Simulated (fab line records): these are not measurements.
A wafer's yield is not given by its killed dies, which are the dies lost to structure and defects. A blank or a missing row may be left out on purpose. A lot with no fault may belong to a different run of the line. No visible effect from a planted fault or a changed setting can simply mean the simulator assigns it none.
Which tool is to blame? ; flow n5 finfet ; 24 lots with 72 wafers sampled at 5 steps, on a route of 1938 steps

## WHAT THE GAUGES SHOWED, per wafer
N5_BEOL_M6_CD_MEAS_18: pitch 80 nm, target cd 40 nm.
lot;measured;on;cd nm (nm)
L074;day 8 07:17;cd sem-02;40.2 42.0 40.8
L075;day 8 14:25;cd sem-03;40.7 40.2 40.9
L076;day 8 23:56;cd sem-03;38.9 40.6 39.7
L078;day 9 01:52;cd sem-02;40.5 41.1 41.1
L077;day 9 04:32;cd sem-03;40.1 39.3 40.4
L079;day 9 14:08;cd sem-01;38.6 40.6 38.4
L080;day 9 20:24;cd sem-02;41.0 40.4 40.8
L081;day 10 09:30;cd sem-02;40.0 40.2 39.5
L082;day 10 16:49;cd sem-01;39.9 39.7 39.9
L083;day 11 08:14;cd sem-01;39.9 39.3 40.9
L084;day 11 14:18;cd sem-01;39.6 40.7 40.1
L085;day 11 19:54;cd sem-03;39.8 40.3 40.1
L086;day 11 22:47;cd sem-01;39.8 40.0 40.7
L088;day 11 23:20;cd sem-02;39.2 39.5 38.4
L087;day 12 04:58;cd sem-01;40.2 40.2 39.9
L089;day 12 04:52;cd sem-01;38.5 38.7 39.0
L090;day 12 08:30;cd sem-03;39.8 40.0 38.5
L091;day 13 05:16;cd sem-02;40.2 39.0 39.9
L092;day 13 10:34;cd sem-02;40.4 41.6 41.2
L094;day 13 11:57;cd sem-03;39.9 39.4 39.5
L093;day 13 14:11;cd sem-03;40.3 40.9 40.6
L095;day 14 07:38;cd sem-02;40.3 40.4 39.8
L096;day 14 08:17;cd sem-01;40.0 39.0 39.3
L097;day 14 12:45;cd sem-03;39.0 39.8 39.2

## WHAT TOOL EACH LOT RAN ON (gives the tool, then ch and the chambers of the sampled wafers, and finally the start)
lot;N5_BEOL_M5_ANNEAL_84;N5_BEOL_M5_ANNEAL_51;N5_BEOL_M6_ILD_DEP_00;N5_BEOL_M6_HM_DEP_02
L074;pvd sputter-01, day 8 00:43;rtp anneal-01 ch 0, day 8 03:11;pecvd-04 ch 0,1,2, day 8 04:07;pvd sputter-01, day 8 06:15
L075;pvd sputter-02, day 8 07:43;rtp anneal-01 ch 0, day 8 10:03;pecvd-04 ch 1,2, day 8 10:56;pvd sputter-02, day 8 13:30
L076;pvd sputter-03, day 8 13:45;rtp anneal-02 ch 0, day 8 16:03;pecvd-02 ch 0,2, day 8 16:58;pvd sputter-03, day 8 22:41
L078;pvd sputter-03, day 8 20:05;rtp anneal-02 ch 0, day 8 22:22;pecvd-01 ch 0,1,2, day 8 23:17;pvd sputter-03, day 9 00:57
L077;pvd sputter-02, day 8 21:53;rtp anneal-02 ch 0, day 9 00:10;pecvd-01 ch 0,1,2, day 9 01:05;pvd sputter-03, day 9 03:23
L079;pvd sputter-02, day 9 07:37;rtp anneal-01 ch 0, day 9 09:55;pecvd-01 ch 0, day 9 10:50;pvd sputter-02, day 9 12:35
L080;pvd sputter-03, day 9 13:37;rtp anneal-01 ch 0, day 9 15:58;pecvd-04 ch 0,1, day 9 16:58;pvd sputter-02, day 9 18:55
L081;pvd sputter-01, day 10 03:56;rtp anneal-02 ch 0, day 10 06:14;pecvd-01 ch 0,1, day 10 07:09;pvd sputter-03, day 10 08:27
L082;pvd sputter-02, day 10 11:22;rtp anneal-02 ch 0, day 10 13:40;pecvd-01 ch 0,1, day 10 14:35;pvd sputter-01, day 10 15:53
L083;pvd sputter-03, day 11 01:55;rtp anneal-01 ch 0, day 11 04:27;pecvd-01 ch 1,2, day 11 05:22;pvd sputter-03, day 11 07:05
L084;pvd sputter-01, day 11 09:05;rtp anneal-01 ch 0, day 11 11:22;pecvd-01 ch 1,2, day 11 12:17;pvd sputter-01, day 11 13:15
L085;pvd sputter-03, day 11 14:27;rtp anneal-01 ch 0, day 11 16:50;pecvd-04 ch 0,1,2, day 11 17:56;pvd sputter-01, day 11 18:52
L086;pvd sputter-01, day 11 15:41;rtp anneal-01 ch 0, day 11 18:02;pecvd-02 ch 0,1, day 11 19:04;pvd sputter-03, day 11 21:35
L088;pvd sputter-02, day 11 16:10;rtp anneal-02 ch 0, day 11 18:28;pecvd-04 ch 0,1,2, day 11 19:50;pvd sputter-03, day 11 22:10
L087;pvd sputter-01, day 11 21:22;rtp anneal-02 ch 0, day 11 23:43;pecvd-04 ch 0,2, day 12 02:02;pvd sputter-03, day 12 04:02
L089;pvd sputter-02, day 11 21:46;rtp anneal-01 ch 0, day 12 00:04;pecvd-02 ch 1,2, day 12 01:45;pvd sputter-03, day 12 03:56
L090;pvd sputter-03, day 12 01:34;rtp anneal-02 ch 0, day 12 03:59;pecvd-02 ch 0,1, day 12 04:56;pvd sputter-01, day 12 07:19
L091;pvd sputter-03, day 12 22:37;rtp anneal-01 ch 0, day 13 01:08;pecvd-04 ch 1,2, day 13 02:00;pvd sputter-02, day 13 04:20
L092;pvd sputter-03, day 13 03:05;rtp anneal-01 ch 0, day 13 05:23;pecvd-02 ch 1,2, day 13 06:34;pvd sputter-02, day 13 09:25
L094;pvd sputter-02, day 13 06:54;rtp anneal-02 ch 0, day 13 09:14;pecvd-01 ch 0,1,2, day 13 10:09;pvd sputter-03, day 13 10:55
L093;pvd sputter-01, day 13 08:14;rtp anneal-02 ch 0, day 13 10:35;pecvd-02 ch 0,1,2, day 13 11:28;pvd sputter-01, day 13 13:08
L095;pvd sputter-02, day 13 23:39;rtp anneal-02 ch 0, day 14 01:56;pecvd-01 ch 0,1,2, day 14 02:52;pvd sputter-02, day 14 05:16
L096;pvd sputter-03, day 13 23:41;rtp anneal-01 ch 0, day 14 01:59;pecvd-01 ch 0,1,2, day 14 03:11;pvd sputter-02, day 14 05:33
L097;pvd sputter-01, day 14 03:31;rtp anneal-02 ch 0, day 14 06:01;pecvd-04 ch 1,2, day 14 06:56;pvd sputter-03, day 14 11:19
- N5_BEOL_M5_ANNEAL_84: time 1800 s.
- N5_BEOL_M5_ANNEAL_51: time 90 s.
- N5_BEOL_M6_ILD_DEP_00: deposits SiCOH lowk from DEMS/porogen, target thk 179.75 nm, time 33.4 s.
- N5_BEOL_M6_HM_DEP_02: deposits TiN, target thk 20 nm.

## WHAT THE TOOLS THEMSELVES READ (means of the sampled wafers that have a number; where no wafer has one, the mark that the record gives instead)
N5_BEOL_M5_ANNEAL_84.
lot;tool;heater power w (W)
L074;pvd sputter-01;839
L075;pvd sputter-02;879
L076;pvd sputter-03;881
L078;pvd sputter-03;870
L077;pvd sputter-02;843
L079;pvd sputter-02;817
L080;pvd sputter-03;959
L081;pvd sputter-01;794
L082;pvd sputter-02;872
L083;pvd sputter-03;952
L084;pvd sputter-01;809
L085;pvd sputter-03;989
L086;pvd sputter-01;777
L088;pvd sputter-02;821
L087;pvd sputter-01;821
L089;pvd sputter-02;866
L090;pvd sputter-03;880
L091;pvd sputter-03;885
L092;pvd sputter-03;946
L094;pvd sputter-02;791
L093;pvd sputter-01;859
L095;pvd sputter-02;834
L096;pvd sputter-03;902
L097;pvd sputter-01;768

N5_BEOL_M5_ANNEAL_51.
lot;tool;wafer_temp_C_max
L074;rtp anneal-01;226.3
L075;rtp anneal-01;226.2
L076;rtp anneal-02;225.5
L078;rtp anneal-02;225.6
L077;rtp anneal-02;225.6
L079;rtp anneal-01;226.2
L080;rtp anneal-01;226.1
L081;rtp anneal-02;225.5
L082;rtp anneal-02;225.7
L083;rtp anneal-01;226.5
L084;rtp anneal-01;226.4
L085;rtp anneal-01;226.4
L086;rtp anneal-01;226.6
L088;rtp anneal-02;225.8
L087;rtp anneal-02;225.6
L089;rtp anneal-01;226.4
L090;rtp anneal-02;225.6
L091;rtp anneal-01;226.6
L092;rtp anneal-01;226.5
L094;rtp anneal-02;225.7
L093;rtp anneal-02;225.7
L095;rtp anneal-02;225.5
L096;rtp anneal-01;226.5
L097;rtp anneal-02;225.5

N5_BEOL_M6_ILD_DEP_00.
lot;tool;heater power w (W);showerhead plenum p Torr (Torr);throttle valve pct (%)
L074;pecvd-04;382;5.749;13.6
L075;pecvd-04;388;5.747;13.3
L076;pecvd-02;319;5.759;13.5
L078;pecvd-01;327;5.752;13.8
L077;pecvd-01;341;5.747;13.8
L079;pecvd-01;301;5.739;14.0
L080;pecvd-04;392;5.740;13.8
L081;pecvd-01;333;5.742;14.3
L082;pecvd-01;349;5.742;14.2
L083;pecvd-01;362;5.746;13.9
L084;pecvd-01;371;5.756;13.7
L085;pecvd-04;404;5.744;13.7
L086;pecvd-02;272;5.753;14.0
L088;pecvd-04;365;5.741;13.8
L087;pecvd-04;402;5.750;12.9
L089;pecvd-02;246;5.744;13.8
L090;pecvd-02;306;5.752;14.0
L091;pecvd-04;365;5.745;13.5
L092;pecvd-02;265;5.748;13.9
L094;pecvd-01;334;5.758;13.9
L093;pecvd-02;255;5.751;13.7
L095;pecvd-01;336;5.749;13.7
L096;pecvd-01;342;5.752;13.7
L097;pecvd-04;395;5.752;13.6

N5_BEOL_M6_HM_DEP_02.
lot;tool;throttle valve pct (%)
L074;pvd sputter-01;30.1
L075;pvd sputter-02;30.4
L076;pvd sputter-03;30.9
L078;pvd sputter-03;30.0
L077;pvd sputter-03;30.3
L079;pvd sputter-02;29.7
L080;pvd sputter-02;29.7
L081;pvd sputter-03;30.8
L082;pvd sputter-01;31.1
L083;pvd sputter-03;30.2
L084;pvd sputter-01;30.9
L085;pvd sputter-01;30.8
L086;pvd sputter-03;30.3
L088;pvd sputter-03;30.9
L087;pvd sputter-03;31.1
L089;pvd sputter-03;30.2
L090;pvd sputter-01;30.7
L091;pvd sputter-02;29.8
L092;pvd sputter-02;30.9
L094;pvd sputter-03;29.7
L093;pvd sputter-01;30.9
L095;pvd sputter-02;29.8
L096;pvd sputter-02;30.8
L097;pvd sputter-03;30.9

## THE ANSWER, worked out from the rows above alone
Rule: what is usual is taken from the lots themselves. Put in order of their means at a reading, lots are off if they are a third of the lots or fewer, leave a main group of 4 or more, and stand apart from it by a gap of 3 or more times the standard deviation of the main group's means; of several such gaps the widest counts. The tables above print the reading to a certain number of digits; a main group whose means all agree to those digits is not used. A lot without any number at a reading at which 4 lots or more have one is off too. The other lots that the step has rows for count as sound. The gauges are gone through in route order, then the tools' own readings, and for those a lot's mean is taken as printed above. At the first step where some lot is off, the reading lying furthest off is the one used; lots without a number count as furthest.
Across all readings shown, no lot is off: no conclusion can be drawn from this.

## WHAT HAD BEEN PUT IN BY THE SIMULATOR
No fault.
